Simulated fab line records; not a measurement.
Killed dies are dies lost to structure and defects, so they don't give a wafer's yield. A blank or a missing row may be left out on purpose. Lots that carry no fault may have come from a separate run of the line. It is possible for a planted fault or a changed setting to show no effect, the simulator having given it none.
fab line records	flow n5_finfet
record: lots: 9	wafers: 26	last_day: 18
route steps=1938 shown DUMMY_GATE@242 SD_EPI_N@282 SD_ACTIVATION@332 BEOL_M4@1111 PASSIVATION@1936
lots untouched by any fault: they come from a run of this same line in which no faults occurred
start_h: the number of hours between the record's first day and the start of the first shown wafer of the lot	wait_h: hours since the lot's step before	" same as the row above	L1.1+2: a row that stands for several wafers	- no value present, or no start provided	* or withheld: withheld	< > ~ a bound
route shown NAME@n: NAME is a module with steps in the file, n the number in the route of the first one	usual: mean/standard deviation taken from wafers without a fault	same: alike in all rows	chamber/n: place in a boat	sites: the reading at each site	_std_site: the values' standard deviation	_edge_site: outer sites' mean less inner sites'	radius_mm: for every site, how far away it sits from the centre of the wafer	mask NAME#n: copy n	behind: the tool/chamber that last shaped the wafer	hold: what put the lot on hold/how long, in hours/how the hold closed	device: the n, p or np transistor that did not switch	end of line: tests of these same wafers at the route's end	where a step has no rows: the recipe by itself	killed: count of dies lost to structure and defects at first sort (not the wafer's yield)	map: shows each die of a wafer: x if killed, . if not, _ if none is there
set.NAME: the setting that was run; set.NAME@STEP: the one run at that earlier step	model.NAME: the simulator's own value behind a step, which no gauge read
one table for each step of the route and one row for each wafer, over a sample of lots
services: when a tool's chamber went out of use (start_h, in hours from the record's first day, below 0 if earlier), for how many hours, and the reason
== steps ==
step: N5_DUMMY_GATE_CD_MEAS_50
recipe: target_cd_nm: 14
usual: cd_nm: 13.96/0.29
lot.wafer	tool	chamber	start_h	wait_h	cd_nm
L121.2	cd_sem-03	-	47.62	0.0	13.60
L121.3	"	-	"	"	14.11
L121.4	"	-	"	"	13.98
L122.3	cd_sem-03	-	52.89	0.0	14.07
L122.5	"	-	"	"	14.25
L128.1	cd_sem-01	-	90.79	0.0	13.66
L128.2	"	-	"	"	13.69
L128.3	"	-	"	"	13.65
L135.2	cd_sem-02	-	132.33	0.0	14.17
L135.5	"	-	"	"	14.25
L135.6	"	-	"	"	13.67
L136.2	cd_sem-03	-	137.85	0.0	14.34
L136.3	"	-	"	"	13.66
L136.6	"	-	"	"	13.78
L140.1	cd_sem-03	-	163.15	0.0	14.22
L140.3	"	-	"	"	14.08
L140.5	"	-	"	"	14.05
L141.1	cd_sem-01	-	169.16	0.0	13.94
L141.2	"	-	"	"	13.85
L141.5	"	-	"	"	13.80
L143.2	cd_sem-03	-	180.64	0.0	14.20
L143.4	"	-	"	"	14.22
L143.6	"	-	"	"	13.77
L144.2	cd_sem-03	-	188.37	0.0	14.32
L144.3	"	-	"	"	13.64
L144.6	"	-	"	"	13.95
step: N5_DUMMY_GATE_ETCH_31
recipe: chemistry: C4F6/O2	target: SiO2	mask_material: SOC	target_depth_a: 825	time_s: 27.5	ion_energy_ev: 250	pressure_mtorr: 30	source_w: 345	bias_w: 185	Ar_flow_sccm: 300	C4F6_flow_sccm: 10	O2_flow_sccm: 10
usual: drypump_motor_current_A: 5.7/0.43	oes_ar_750_au: 0.76/0.057	oes_product_au: 0.76/0.064	rf_vpp_V: 669/13	showerhead_plenum_p_Torr: 2.86/0.1	throttle_valve_pct: 21.19/0.18
lot.wafer	tool	chamber	start_h	wait_h	drypump_motor_current_A	oes_ar_750_au	oes_product_au	rf_hours_counter_h	rf_vpp_V	showerhead_plenum_p_Torr	throttle_valve_pct
L121.2	rie_diel-01	1	47.67	0.0	6.5	0.98	1.01	1	665	2.89	20.87
L121.3	"	0	"	"	6.1	0.82	0.82	108	663	2.75	21.25
L121.4	"	2	"	"	5.9	0.77	0.76	144	691	2.97	21.35
L122.3	rie_diel-01	3	52.94	0.0	5.0	0.74	0.73	157	668	2.74	21.16
L122.5	"	0	"	"	6.1	0.82	0.81	-	661	2.75	21.25
L128.1	rie_diel-02	3	90.84	0.0	5.9	0.72	0.72	169	665	2.72	21.15
L128.2	"	1	"	"	6.2	0.74	0.74	171	665	2.96	21.18
L128.3	"	0	"	"	5.7	0.76	0.76	132	662	2.85	21.00
L135.2	rie_diel-05	1	132.38	0.0	5.7	0.73	0.73	159	679	2.75	21.64
L135.5	"	2	"	"	5.6	0.73	0.72	-	645	2.96	21.21
L135.6	"	3	"	"	5.6	0.71	0.73	-	672	2.95	21.26
L136.2	rie_diel-02	2	137.93	0.1	5.0	0.74	0.74	174	669	2.83	20.98
L136.3	"	0	"	"	5.7	0.75	0.76	149	662	2.85	20.99
L136.6	"	2	"	"	4.9	0.75	0.74	-	670	2.83	20.99
L140.1	rie_diel-02	2	163.31	0.2	4.9	0.75	0.73	182	669	2.82	20.97
L140.3	"	3	"	"	5.9	0.71	0.70	194	665	2.71	21.18
L140.5	"	3	"	"	5.9	0.71	0.69	-	665	2.71	21.17
L141.1	rie_diel-02	0	169.21	0.0	5.7	0.74	0.75	160	662	2.84	21.04
L141.2	"	2	"	"	4.9	0.74	0.74	184	668	2.82	21.00
L141.5	"	3	"	"	5.9	0.71	0.70	-	665	2.71	21.18
L143.2	rie_diel-05	1	180.69	0.0	5.7	0.71	0.71	175	676	2.74	21.67
L143.4	"	0	"	"	5.8	0.84	0.84	74	695	3.00	21.24
L143.6	"	1	"	"	5.7	0.72	0.72	-	676	2.74	21.66
L144.2	rie_diel-01	0	188.42	0.0	6.0	0.77	0.77	151	663	2.73	21.33
L144.3	"	3	"	"	5.0	0.71	0.71	197	667	2.73	21.23
L144.6	"	2	"	"	6.0	0.73	0.72	-	692	2.95	21.39
step: N5_SD_EPI_N_STRIP_38
recipe: chemistry: N2/H2	power_w: 1000	temp_c: 250	h2_frac: 0.65	overash_fraction: 0.3	pressure_mtorr: withheld	n2_flow_sccm: 1750	h2_flow_sccm: 3250
usual: drypump_motor_current_A: 5.78/0.12	heater_power_w: 295/14	oes_product_au: 0.759/0.011
lot.wafer	tool	chamber	start_h	wait_h	drypump_motor_current_A	heater_power_w	oes_product_au	rf_hours_counter_h
L121.2	plasma_asher-01	0	50.16	0.1	5.80	303	0.770	30
L121.3	"	0	"	"	5.78	302	0.757	-
L121.4	"	1	"	"	5.65	298	0.760	-
L122.3	plasma_asher-01	0	56.77	0.1	5.81	306	0.765	-
L122.5	"	0	"	"	5.83	302	0.796	-
L128.1	plasma_asher-02	1	93.86	0.1	5.91	303	0.763	94
L128.2	"	0	"	"	5.65	267	0.781	94
L128.3	"	1	"	"	5.95	298	0.778	-
L135.2	plasma_asher-02	0	134.98	0.1	5.67	277	0.755	102
L135.5	"	1	"	"	5.96	301	0.745	-
L135.6	"	0	"	"	5.66	278	0.768	-
L136.2	plasma_asher-02	0	140.89	0.1	5.69	274	0.756	103
L136.3	"	0	"	"	5.71	280	0.782	-
L136.6	"	1	"	"	5.96	298	0.758	-
L140.1	plasma_asher-02	1	166.32	0.1	5.95	306	0.771	108
L140.3	"	0	"	"	5.67	276	0.758	-
L140.5	"	1	"	"	5.93	305	0.768	-
L141.1	plasma_asher-02	1	171.69	0.1	5.98	304	0.764	108
L141.2	"	0	"	"	5.65	271	0.770	108
L141.5	"	1	"	"	5.94	312	0.746	-
L143.2	plasma_asher-02	0	183.74	0.1	5.69	270	0.762	111
L143.4	"	0	"	"	5.66	280	0.763	-
L143.6	"	1	"	"	5.92	298	0.746	-
L144.2	plasma_asher-02	1	191.57	0.1	5.91	306	0.753	112
L144.3	"	0	"	"	5.68	274	0.751	-
L144.6	"	1	"	"	5.94	305	0.765	-
step: N5_SD_EPI_N_EPI_21
recipe: material: Si:P	dopant: P	temp_c: 680	pressure_torr: 255	time_s: 690
usual: epi_growth_time_s: 690/0
lot.wafer	tool	chamber	start_h	wait_h	epi_growth_time_s
L121.2	epi_rpcvd-03	0	51.34	0.4	690
L121.3	"	0	"	"	690
L121.4	"	0	"	"	690
L122.3	epi_rpcvd-01	0	58.20	0.7	690
L122.5	"	0	"	"	690
L128.1	epi_rpcvd-02	0	95.17	0.3	690
L128.2	"	0	"	"	690
L128.3	"	0	"	"	690
L135.2	epi_rpcvd-01	0	136.17	0.4	808.75
L135.5	"	0	"	"	808.75
L135.6	"	0	"	"	808.75
L136.2	epi_rpcvd-01	0	142.06	0.4	808.75
L136.3	"	0	"	"	808.75
L136.6	"	0	"	"	808.75
L140.1	epi_rpcvd-03	0	167.41	0.2	690
L140.3	"	0	"	"	690
L140.5	"	0	"	"	690
L141.1	epi_rpcvd-03	0	172.76	0.2	690
L141.2	"	0	"	"	690
L141.5	"	0	174.26	1.5	690
L143.2	epi_rpcvd-02	0	184.95	0.4	690
L143.4	"	0	"	"	690
L143.6	"	0	"	"	690
L144.2	epi_rpcvd-03	0	193.02	0.5	690
L144.3	"	0	"	"	690
L144.6	"	0	194.51	1.9	690
step: N5_SD_EPI_N_EPI_MEAS_23
recipe: mode: xrd
usual: thk_nm: 59.2/1.2
lot.wafer	tool	chamber	start_h	wait_h	thk_nm
L121.2	film_metro-01	-	52.77	1.2	57.8
L121.3	"	-	"	"	57.2
L121.4	"	-	"	"	59.2
L122.3	film_metro-02	-	59.38	0.9	58.4
L122.5	"	-	"	"	60.0
L128.1	film_metro-02	-	98.19	2.5	59.3
L128.2	"	-	"	"	59.5
L128.3	"	-	"	"	57.3
L135.2	film_metro-01	-	137.63	1.2	66.6
L135.5	"	-	"	"	65.8
L135.6	"	-	"	"	66.8
L136.2	film_metro-01	-	143.50	1.2	68.2
L136.3	"	-	"	"	65.6
L136.6	"	-	"	"	66.3
L140.1	film_metro-02	-	169.69	1.9	59.2
L140.3	"	-	"	"	58.0
L140.5	"	-	"	"	58.3
L141.1	film_metro-01	-	175.04	1.9	62.1
L141.2	"	-	"	"	60.1
L141.5	"	-	"	"	60.4
L143.2	film_metro-02	-	186.38	1.2	58.2
L143.4	"	-	"	"	59.7
L143.6	"	-	"	"	58.3
L144.2	film_metro-01	-	194.93	1.5	61.6
L144.3	"	-	"	"	60.2
L144.6	"	-	"	"	61.2
step: N5_SD_ACTIVATION_RS_MEAS_03
recipe: thk_meas_gauge: four-point-probe
usual: RS_SD_N: 21.82/0.29	RS_SD_P: 56.1/0.88
lot.wafer	tool	chamber	start_h	wait_h	RS_SD_N[ohm/sq]	RS_SD_P[ohm/sq]
L121.2	film_metro-01	-	57.90	0.2	22.02	56.1
L121.3	"	-	"	"	22.37	57.2
L121.4	"	-	"	"	21.85	57.0
L122.3	film_metro-02	-	65.06	0.2	21.64	56.5
L122.5	"	-	"	"	21.80	55.9
L128.1	film_metro-01	-	105.57	0.2	21.96	56.1
L128.2	"	-	"	"	21.97	55.9
L128.3	"	-	"	"	22.06	55.7
L135.2	film_metro-02	-	143.24	0.2	19.48	57.0
L135.5	"	-	"	"	19.42	56.7
L135.6	"	-	"	"	19.21	57.3
L136.2	film_metro-02	-	148.90	0.2	19.37	57.7
L136.3	"	-	"	"	19.61	56.0
L136.6	"	-	"	"	19.82	56.1
L140.1	film_metro-01	-	175.52	0.2	21.75	56.6
L140.3	"	-	"	"	21.45	56.8
L140.5	"	-	"	"	21.66	56.8
L141.1	film_metro-01	-	180.12	0.2	21.77	55.5
L141.2	"	-	"	"	21.83	55.0
L141.5	"	-	"	"	21.82	55.3
L143.2	film_metro-02	-	192.05	0.2	21.83	58.0
L143.4	"	-	"	"	21.79	57.2
L143.6	"	-	"	"	21.75	57.9
L144.2	film_metro-02	-	200.15	0.2	21.22	56.0
L144.3	"	-	"	"	21.49	56.1
L144.6	"	-	"	"	21.30	56.6
step: N5_BEOL_M4_RC_MEAS_101
usual: DIBL_N: 36.0/1.6	DIBL_P: 36.1/2	IOFF_N: 0.160/0.029	IOFF_P: 0.21/0.039	ION_N: 675/13	ION_P: 464/8.8	RS_SD_N: 28.3/0.42	SS_N: 71.5/0.58	SS_P: 73.3/0.65	VT_N: 250/3.3	VT_P: -249/3.6
lot.wafer	tool	chamber	start_h	wait_h	DIBL_N[mV/V]	DIBL_P[mV/V]	IOFF_N[nA/um]	IOFF_P[nA/um]	ION_N[uA/um]	ION_P[uA/um]	RS_SD_N[ohm/sq]	SS_N[mV/dec]	SS_P[mV/dec]	VT_N[mV]	VT_P[mV]
L121.2	prober-02	0	164.07	0.2	37.4	36.9	0.164	0.21	676	456	28.5	72.0	73.4	247	-252
L121.3	"	0	"	"	35.6	34.9	0.128	0.19	659	454	28.8	71.5	73.0	251	-253
L121.4	"	0	"	"	36.4	33.6	0.141	0.17	662	449	28.3	71.6	72.7	254	-255
L122.3	prober-01	0	169.61	0.3	37.5	36.4	0.174	0.24	666	460	28.5	71.8	74.0	251	-248
L122.5	"	0	"	"	36.0	34.5	0.149	0.21	667	460	28.7	71.1	72.7	251	-250
L128.1	prober-02	0	209.07	0.0	38.5	37.3	0.190	0.25	671	466	28.5	72.3	74.0	248	-244
L128.2	"	0	"	"	37.1	36.6	0.154	0.24	660	461	28.3	72.0	73.3	250	-245
L128.3	"	0	"	"	36.1	35.6	0.140	0.23	665	467	29.0	71.3	73.6	250	-242
L135.2	prober-02	0	244.19	0.2	34.7	34.2	0.136	0.21	670	469	25.1	71.9	72.6	250	-248
L135.5	"	0	"	"	35.0	33.5	0.136	0.19	668	457	25.4	71.2	72.5	251	-252
L135.6	"	0	"	"	34.6	34.1	0.136	0.20	667	463	25.1	70.7	72.9	251	-251
L136.2	prober-01	0	265.02	0.2	37.8	37.4	0.195	0.20	697	463	25.0	71.6	74.1	245	-251
L136.3	"	0	"	"	36.3	35.7	0.154	0.18	684	461	25.1	71.6	74.1	250	-252
L136.6	"	0	"	"	35.9	34.8	0.138	0.16	660	444	25.5	71.0	72.7	253	-254
L140.1	prober-01	0	297.94	0.0	34.8	34.0	0.146	0.17	687	463	28.2	70.9	72.3	247	-252
L140.3	"	0	"	"	36.2	35.5	0.154	0.20	681	469	28.3	71.5	73.7	248	-250
L140.5	"	0	"	"	36.8	35.9	0.174	0.21	699	468	28.3	71.2	73.0	247	-250
L141.1	prober-02	0	301.11	0.0	35.4	35.1	0.146	0.20	695	478	28.2	71.2	72.2	249	-251
L141.2	"	0	"	"	36.8	36.5	0.159	0.22	675	466	28.5	71.7	73.2	251	-248
L141.5	"	0	"	"	38.6	39.2	0.210	0.27	706	479	28.1	72.0	74.0	247	-247
L144.2	prober-01	0	302.01	0.2	37.1	39.3	0.192	0.30	682	472	27.3	70.9	74.7	245	-242
L144.3	"	0	"	"	37.2	38.6	0.181	0.27	677	469	27.6	72.6	73.8	247	-246
L144.6	"	0	"	"	38.8	40.2	0.234	0.31	687	468	27.5	72.1	74.1	244	-242
L143.2	prober-02	0	303.43	0.2	34.6	33.6	0.128	0.19	664	462	28.5	70.7	72.0	253	-247
L143.4	"	0	"	"	35.0	35.3	0.139	0.21	657	458	28.2	71.5	72.9	253	-251
L143.6	"	0	"	"	37.1	37.7	0.180	0.25	682	465	28.5	71.9	74.1	247	-247
step: N5_PASSIVATION_PROBE_49
usual: defect_limited_yield: 91.0/1.3	killed_at_M0_to_M3: 36/9.5	killed_at_M4_up: 14/5.6	killed_at_contacts: 12/6.4	killed_at_front_end: 40/10	killed_at_other: 3.2/3	killed_dies: 107/15	killed_open: 69/12	killed_short: 35/7.7	sort_bin_5_function: 5.3/0.91	sort_bin_6_memory: 3.3/0.65	sort_bin_8_speed: 0.00/0.012	sort_n_pass: 1073/15	sort_yield_pct: 91.0/1.3
same: gross_dies: 1180	killed_at_back_side: 0	sort_bin_4_leakage[%]: 0
lot.wafer	tool	chamber	start_h	wait_h	defect_limited_yield[%]	killed_at_M0_to_M3	killed_at_M4_up	killed_at_contacts	killed_at_front_end	killed_at_other	killed_dies	killed_open	killed_short	sort_bin_5_function[%]	sort_bin_6_memory[%]	sort_bin_8_speed[%]	sort_n_pass	sort_yield_pct[%]
L128.3	prober-01	-	309.39	0.1	92.7	19	13	13	40	1	86	61	24	3.9	3.2	0	1094	92.7
L135.2	prober-02	-	358.21	0.1	89.3	44	14	12	54	2	126	79	44	6.3	3.9	0	1054	89.3
L135.6	prober-02	-	358.41	0.3	88.3	40	32	15	51	0	138	101	35	7.1	4.4	0	1042	88.3
killed by level:class
L128.3 FIN_SAQP:geometric_particle:open=12 MOL_CONTACT_COAG:geometric_particle:open=10 FIN_SAQP:geometric_particle:short=7 BEOL_M4:geometric_particle:open=7 DUMMY_GATE:geometric_particle:open=5 SPACER0:geometric_particle:short=5 BEOL_M0_SAQP:geometric_particle:open=5 STI_FIN_REVEAL:geometric_particle:open=4
L135.2 BEOL_M2:geometric_particle:open=13 FIN_SAQP:geometric_particle:open=12 STI_FIN_REVEAL:geometric_particle:open=11 MOL_CONTACT_COAG:geometric_particle:open=11 FIN_SAQP:geometric_particle:short=10 BEOL_M0_SAQP:geometric_particle:short=10 BEOL_M0_SAQP:geometric_particle:open=10 BEOL_M4:geometric_particle:open=10
L135.6 BEOL_M4:geometric_particle:open=17 FIN_SAQP:geometric_particle:open=13 FIN_SAQP:geometric_particle:short=13 BEOL_M2:geometric_particle:open=12 STI_FIN_REVEAL:geometric_particle:open=11 MOL_CONTACT_COAG:geometric_particle:open=10 BEOL_M1:geometric_particle:open=10 BEOL_M3:geometric_particle:open=6
== services ==
tool	chamber	start_h	hours	kind
rie_diel-01	1	29.01	-	clean
rie_diel-01	1	29.01	-	consumable_replace:focus_ring
rie_diel-01	1	29.01	16.7	scheduled_down
rie_diel-01	1	29.01	16.7	vent_cycle
rie_diel-01	3	76.84	10.0	repair
rie_diel-05	1	91.99	2.6	repair
rie_diel-02	1	92.88	3.0	repair
rie_diel-02	1	113.71	14.4	repair
epi_rpcvd-03	-	128.24	2.8	pm
plasma_asher-02	-	152.51	4.4	repair
rie_diel-02	1	163.00	10.2	repair
rie_diel-05	1	177.64	1.4	repair
rie_diel-01	0	181.02	4.1	repair
plasma_asher-01	-	181.70	2.5	repair
plasma_asher-01	-	190.16	5.4	repair
== key ==
first_sign: step: N5_SD_EPI_N_EPI_21	reading: epi_growth_time_s	direction: up	sigmas: 99+	usual: *	struck: *
effect: step: N5_SD_EPI_N_EPI_MEAS_23	reading: thk_nm	direction: up	sigmas: 6.1	usual: *	struck: *
effect: step: N5_SD_ACTIVATION_RS_MEAS_03	reading: RS_SD_N	direction: down	sigmas: 8	usual: 21.82	struck: 19.49
effect: step: N5_BEOL_M4_RC_MEAS_101	reading: RS_SD_N	direction: down	sigmas: 7.4	usual: 28.3	struck: 25.2
met_at N5_SD_EPI_N_EPI_21
struck_lots L135,L136
not_acting_at N5_DUMMY_GATE_CD_MEAS_50,N5_DUMMY_GATE_ETCH_31,N5_SD_EPI_N_STRIP_38
onset_between 58.20 136.17
fault: kind: process_parameter_drift	tool: epi_rpcvd-01	chamber: -	onset_h: 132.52	steps: N5_SD_EPI_N_EPI_21	channel: epi_growth_time_s	offset: *	shape: step	end_h: 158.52	acts_in: *	stated: *
